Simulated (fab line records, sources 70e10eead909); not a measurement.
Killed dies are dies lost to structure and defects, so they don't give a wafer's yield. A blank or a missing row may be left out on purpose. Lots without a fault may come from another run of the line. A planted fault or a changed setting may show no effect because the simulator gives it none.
Problem report in the 8D (eight disciplines) form, filled by code | flow nand_harc | the parts of the form that need people (team, actions taken, sign-off) are left out

1. THE PROBLEM
rf_fwd_power_W at NHARC_P_BONDPAD_ETCH_12 reads a mean of 697.3 W on 9 wafers of 3 lots; wafers without a fault read 496.6 W with a standard deviation of 1.6. That is +99 or more standard deviations from the usual mean.
The step: etches the open film in CHF3/O2, target depth 200 nm, time 100 s.
First seen on wafer L278.3, day 9 22:05, on rie_diel-12. The record holds 21 wafers of 7 lots with a number at this step. Rule for "out", or "out of limits": more than 4 standard deviations from the usual mean. The other wafers with a number count as sound.

2. WHAT IT IS AND WHAT IT IS NOT
question                    | is                             | is not
which readings at this step | rf_fwd_power_W, oes_product_au | drypump_motor_current_A, mfc_ar_sccm, rf_vpp_V, showerhead_plenum_p_Torr, throttle_valve_pct
which lots                  | L278, L279, L280               | L282, L286, L291, L292
which wafers of those lots  | all that have a number         | -
read on which tools         | rie_diel-12                    | rie_diel-01, rie_diel-06
when                        | from day 9 22:05               | up to then (0 sound wafers); but 12 sound wafers of L282, L286, L291, L292 came after

3. SUSPECTS, AND WHAT RULES EACH OUT
Counting: a tool at a process step up to the reading stays a suspect if it ran every lot that is out and no sound lot after the first of them.
- rie_diel-12 at NHARC_P_BONDPAD_DESCUM_11 (chemistry O2, time 3 s): ruled out as a lasting fault. Sound lots L292 ran on it after its first lot that is out, L278 (day 9 21:55).
- rie_diel-12 at NHARC_P_BONDPAD_ETCH_37 (etches the open film in N2/H2, target depth 60 nm, overetch 18 nm, time 65.91 s): ruled out as a lasting fault. Sound lots L292 ran on it after its first lot that is out, L278 (day 9 21:59).
- rie_diel-12 at NHARC_P_BONDPAD_ETCH_12 (etches the open film in CHF3/O2, target depth 200 nm, time 100 s): ruled out as a lasting fault. Sound lots L292 ran on it after its first lot that is out, L278 (day 9 22:05).
Left after counting: nothing in the record.

4. THE CAUSE (what the simulator had put in)
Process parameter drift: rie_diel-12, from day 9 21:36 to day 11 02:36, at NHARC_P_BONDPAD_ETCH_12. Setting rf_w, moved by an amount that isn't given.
Counting ruled it out, wrongly.

5. THE CHAIN OF EFFECTS, in route order
Each row: a reading whose mean over the struck wafers that have a number lies more than 3 standard deviations from the usual. Only readings for which the record gives a usual standard deviation are gone through. hours: the time from each lot's start at the first step in this table that gives one to its start at this step, as a median over the lots. sigmas: the change in usual standard deviations.
hours | step                    | reading        | usual      | on struck wafers | change | sigmas
0     | NHARC_P_BONDPAD_ETCH_12 | oes_product_au | 0.936 a.u. | 1.194            | +0.258 | +12
0     | NHARC_P_BONDPAD_ETCH_12 | rf_fwd_power_W | 496.6 W    | 697.3            | +200.7 | +99 or more
The process steps in it:
- NHARC_P_BONDPAD_ETCH_12: etches the open film in CHF3/O2, target depth 200 nm, time 100 s.
Later measuring or inspecting steps at which every struck wafer that the step has a row for has a number for every such reading, and none has moved that far: NHARC_P_BONDPAD_CD_MEAS_13, NHARC_END_SORT_01.

6. WHAT WOULD HAVE CAUGHT IT SOONER
In this record the first reading out of limits was taken at day 9 22:05, 0 hours after the fault began at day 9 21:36.
